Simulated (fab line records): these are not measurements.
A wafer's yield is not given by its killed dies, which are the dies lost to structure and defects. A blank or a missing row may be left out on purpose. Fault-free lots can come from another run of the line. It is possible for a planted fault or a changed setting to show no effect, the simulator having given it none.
Chamber matching    flow n5-finfet    3 sister chambers for N5_BEOL_M9_ILD_DEP_00 on pecvd-01
The step deposits SiCOH lowk from DEMS/porogen, target thk 308.51 nm, time 58 s. 18 wafers are shown with their chamber, then 9 later ones without.

== WAFERS PAIRED WITH THEIR CHAMBERS ==
wafer   chamber  throttle-valve-pct (%)  heater-power-w (W)  showerhead-plenum-p-Torr (Torr)
L076.1  0        14.9                    301                 5.749
L076.2  2        13.8                    287                 5.729
L076.5  0        15.3                    230                 5.744
L078.3  0        15.1                    267                 5.737
L078.5  2        13.9                    225                 5.731
L078.6  1        13.8                    209                 5.723
L077.1  0        14.9                    287                 5.744
L077.2  2        13.9                    257                 5.731
L077.3  1        13.7                    237                 5.727
L079.1  1        13.7                    211                 5.725
L079.4  1        14.1                    219                 5.736
L079.6  2        14.0                    259                 5.730
L082.1  2        14.2                    267                 5.736
L082.3  0        14.8                    243                 5.731
L082.6  1        14.0                    224                 5.731
L086.1  0        14.9                    288                 5.729
L086.3  2        13.9                    258                 5.723
L086.4  2        14.0                    265                 5.734

SIGNATURES (averages over the wafers above)
reading                   chamber 0  chamber 1  chamber 2  scatter within a chamber
throttle-valve-pct        14.983     13.860     13.957     0.163
heater-power-w            269.33     220.00     259.71     20.8
showerhead-plenum-p-Torr  5.73900    5.72840    5.73057    0.00593
Rule: a wafer lies at a distance from a chamber equal to the root of the sum of squares, over the readings, of (its reading less the chamber's mean, divided by the reading's scatter). If the next closest chamber is less than 2 further off than the closest, the wafer can't be placed; otherwise it belongs to the closest. How the scatter is found: for the shown wafers, subtract from each reading the mean of its chamber, square and add these, divide the total by (wafers less chambers), then take the root.

== WAFERS WITH NO CHAMBER GIVEN ==
wafer   throttle-valve-pct (%)  heater-power-w (W)  showerhead-plenum-p-Torr (Torr)
L093.1  13.8                    203                 5.731
L093.3  14.1                    207                 5.733
L093.5  15.1                    270                 5.740
L094.1  13.8                    225                 5.727
L094.2  15.1                    294                 5.734
L094.5  14.9                    298                 5.738
L096.2  15.3                    241                 5.736
L096.4  14.0                    234                 5.733
L096.6  14.1                    265                 5.735

== WHICH CHAMBER EACH ONE RAN IN ==
wafer   from the rows above      in truth
L093.1  can't be placed: 1 or 2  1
L093.3  can't be placed: 1 or 2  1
L093.5  0                        0
L094.1  can't be placed: 1 or 2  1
L094.2  0                        0
L094.5  0                        0
L096.2  0                        0
L096.4  can't be placed: 2 or 1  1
L096.6  can't be placed: 2 or 1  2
4 of 9 placed correctly. These rows do not allow placing 5 (true chamber among the candidates in 5). Placed wrongly: 0.
